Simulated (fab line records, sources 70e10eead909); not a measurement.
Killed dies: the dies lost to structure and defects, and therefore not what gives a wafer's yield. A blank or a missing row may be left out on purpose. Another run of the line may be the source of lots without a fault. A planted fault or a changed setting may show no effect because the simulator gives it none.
A lot that was struck, set against a sound lot / flow nandHarc / 25 steps out of a route of 1302
Sound: wafers L213.1, L213.3, L213.6. The struck wafers were L226.1, L226.2, L226.5. Last of all comes the cause.
Each step with rows lists, per side, the tool, then ch with its chambers, then its first start. Under that, the readings that differ: sound wafers / struck wafers / difference of the means / sigmas: that difference in standard deviations of wafers without a fault.
alike: a reading whose means differ by less than 2 such deviations, as well as words and numbers matching on both sides. not compared: withheld readings; readings where some wafer has no value; bounds like >300 that might hide an equal value; numbers whose values overlap and for which the record gives no deviation.
The two part at a step that has a row with sigmas, a row that says differs or no value, or rows on one side only. Numbers that don't overlap but have no deviation are shown without sigmas and don't part them. Lack of a reading on every wafer of one side parts them only where that side has two or more wafers.

first, 1 step without rows for these wafers: NHARC_P_M0_SRD_25.
NHARC_P_M0_INSPECT_27:
  sound on defectInspect-02, day 6 08:23; struck on defectInspect-01, day 11 11:50
  alike: rawDefectCount
NHARC_P_M0_PRE_CLEAN_31: time 12 s.
  sound on pecvd-04 ch 1,2, day 6 08:27; struck on pecvd-04 ch 0,2, day 11 11:55
  alike: heaterPowerW
NHARC_P_M0_DEP_32: deposits SiCN, target thk 30 nm.
  sound on pecvd-04 ch 1,2, day 6 08:32; struck on pecvd-04 ch 0,2, day 11 12:01
  alike: heaterPowerW, showerheadVppV
then, 7 steps without rows for these wafers: NHARC_P_M1_DEP_00 (deposits SiOC, target thk 182.5 nm); NHARC_P_M1_DEHYDRATE_01 (time 120 s); NHARC_P_M1_HMDS_02 (time 30 s); NHARC_P_M1_COAT_34 (time 65 s); NHARC_P_M1_COAT_03 (resist thk 90 nm); NHARC_P_M1_SOFTBAKE_04 (time 55 s); NHARC_P_M1_EBR_05.
NHARC_P_M1_EXPOSE_06: exposes mask P M1, target cd 130 nm.
  sound on arfiScanner-03 ch 0, day 6 09:32; struck on arfiScanner-03 ch 0, day 11 12:58
reading=exposureDoseMJCm2; sound=82.03 81.90 81.88; struck=102.37 102.29 102.25; difference=+20.37; sigmas=+99 or more
  alike: mask
then, 2 steps without rows for these wafers: NHARC_P_M1_PEB_07 (peb time 65 s); NHARC_P_M1_DEVELOP_08 (develop time 35 s).
NHARC_P_M1_CD_MEAS_09: the cd target is 130 nm.
  sound on cdSem-03 ch 0, day 6 09:40; struck on cdSem-02 ch 0, day 11 13:06
reading=cdNm (nm); sound=129.0 128.7 128.4; struck=144.0 144.2 144.6; difference=+15.6; sigmas=+29
NHARC_P_M1_OVL_MEAS_10: pitch 260 nm.
  sound on overlay-01, day 6 09:46; struck on overlay-02, day 11 13:11
  alike: overlayXNm, overlayYNm
NHARC_P_M1_INSPECT_11:
  sound on defectInspect-01, day 6 09:48; struck on defectInspect-02, day 11 13:13
  alike: rawDefectCount
NHARC_P_M1_DESCUM_14: chemistry O2, time 3 s.
  sound on rieDiel-02 ch 0,1, day 6 09:52; struck on rieDiel-06 ch 0,3, day 11 13:17
reading=model.P_M1.cdNm (nm); sound=129.3 128.4 128.6; struck=143.6 144.2 144.3; difference=+15.3; sigmas=
  alike: drypumpMotorCurrentA, oesProductAu, rfVppV, showerheadPlenumPTorr, throttleValvePct
  not compared: rfHoursCounterH
NHARC_P_M1_ETCH_35: etches the open film in N2/H2, target depth 40 nm, overetch 12 nm, time 43.94 s.
  sound on rieDiel-02 ch 1,2,3, day 6 09:58; struck on rieDiel-06 ch 0,1,3, day 11 13:22
  alike: drypumpMotorCurrentA, oesProductAu, rfVppV, showerheadPlenumPTorr, throttleValvePct
  not compared: rfHoursCounterH
NHARC_P_M1_ETCH_15: etches the open film in C4F8/Ar, target depth 182.5 nm, time 91.2 s.
  sound: rieDiel-02 ch 0,2; struck: rieDiel-06 ch 0,1,2
  alike: oesProductAu, rfVppV
  not compared: rfHoursCounterH
NHARC_P_M1_CD_MEAS_16:
  sound on cdSem-02, day 6 10:10; struck on cdSem-01, day 11 13:35
reading=cdNm (nm); sound=129.4 128.3 128.6; struck=144.0 144.1 144.3; difference=+15.4; sigmas=+23
NHARC_P_M1_STRIP_18: strips in N2/H2.
  sound on rieDiel-10 ch 0,2,3, day 6 10:17; struck on rieDiel-10 ch 0,2,3, day 11 13:42
  alike: drypumpMotorCurrentA, oesProductAu, rfVppV, showerheadPlenumPTorr, throttleValvePct
  not compared: rfHoursCounterH
NHARC_P_M1_ETCH_28: etches the open film in CF4/N2, target depth 30 nm, time 72.99 s.
  sound: rieDiel-10 ch 0,1,3; struck: rieDiel-10 ch 0,2,3
reading=model.P_M1.cdNm (nm); sound=129.3 127.9 128.7; struck=143.6 144.2 144.4; difference=+15.4; sigmas=
  alike: cf4FlowSccm, drypumpMotorCurrentA, oesProductAu, rfVppV, showerheadPlenumPTorr, throttleValvePct
  not compared: rfHoursCounterH
then, 2 steps without rows for these wafers: NHARC_P_M1_STRIP_19 (strips in post etch residue remover, time 600 s); NHARC_END_SORT_01.

WHERE THEY PART
Earliest at NHARC_P_M1_EXPOSE_06; latest, in this record, at NHARC_P_M1_CD_MEAS_16. Later steps at which nothing parts them and some readings are alike: NHARC_P_M1_STRIP_18, NHARC_P_M1_ETCH_28.

WHY: the cause the simulator had injected
Process parameters drifting: arfiScanner-03 at NHARC_P_M1_EXPOSE_06, beginning at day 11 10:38. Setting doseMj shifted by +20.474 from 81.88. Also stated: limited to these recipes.
